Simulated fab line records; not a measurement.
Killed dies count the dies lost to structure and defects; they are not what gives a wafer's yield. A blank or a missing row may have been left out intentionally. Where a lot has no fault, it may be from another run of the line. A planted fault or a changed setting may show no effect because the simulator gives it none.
Chamber matching | flow n5Finfet | N5_BEOL_M2_ETCH_70 on rieDiel-04: 4 sister chambers
The step etches SOC in N2/H2, target depth 80 nm, overetch 24 nm, time 130 s. 4 wafers are shown with their chamber, then 10 later ones without.

== WAFERS WITH THEIR CHAMBER ==
wafer  | chamber | drypumpMotorCurrentA (A)
L079.6 | 0       | 5.46
L082.6 | 2       | 5.47
L085.2 | 1       | 6.04
L085.3 | 3       | 6.06

== WAFERS WHOSE CHAMBER IS MISSING ==
wafer  | drypumpMotorCurrentA (A)
L085.6 | 6.04
L088.2 | 5.44
L088.5 | 5.43
L088.6 | 6.05
L090.2 | 6.03
L090.3 | 5.47
L090.4 | 6.06
L094.1 | 5.42
L094.2 | 6.03
L094.3 | 5.99

== THE CHAMBER EACH PASSED THROUGH ==
wafer  | from the rows above     | in truth
L085.6 | can't be placed: 1 or 3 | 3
L088.2 | can't be placed: 0 or 2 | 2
L088.5 | can't be placed: 0 or 2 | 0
L088.6 | can't be placed: 1 or 3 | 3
L090.2 | can't be placed: 1 or 3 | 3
L090.3 | can't be placed: 2 or 0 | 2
L090.4 | can't be placed: 3 or 1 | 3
L094.1 | can't be placed: 0 or 2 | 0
L094.2 | can't be placed: 1 or 3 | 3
L094.3 | can't be placed: 1 or 3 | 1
0 of 10 placed correctly. Cannot be placed on the basis of these rows: 10; the candidates contain the true chamber in 10. Wrongly placed: 0.
How it was worked out, from the rows above alone: a wafer's distance from a chamber is the root of the sum, over the readings, of the square of ((its reading less the chamber's mean) divided by the reading's scatter). The wafer belongs to the nearest chamber; if the next one is less than 2 further off, it can't be placed. For every chamber, the mean is computed from those of its wafers that are shown. The scatter: root of mean squared gap, hidden wafer to nearest shown wafer, with one shown wafer a chamber.
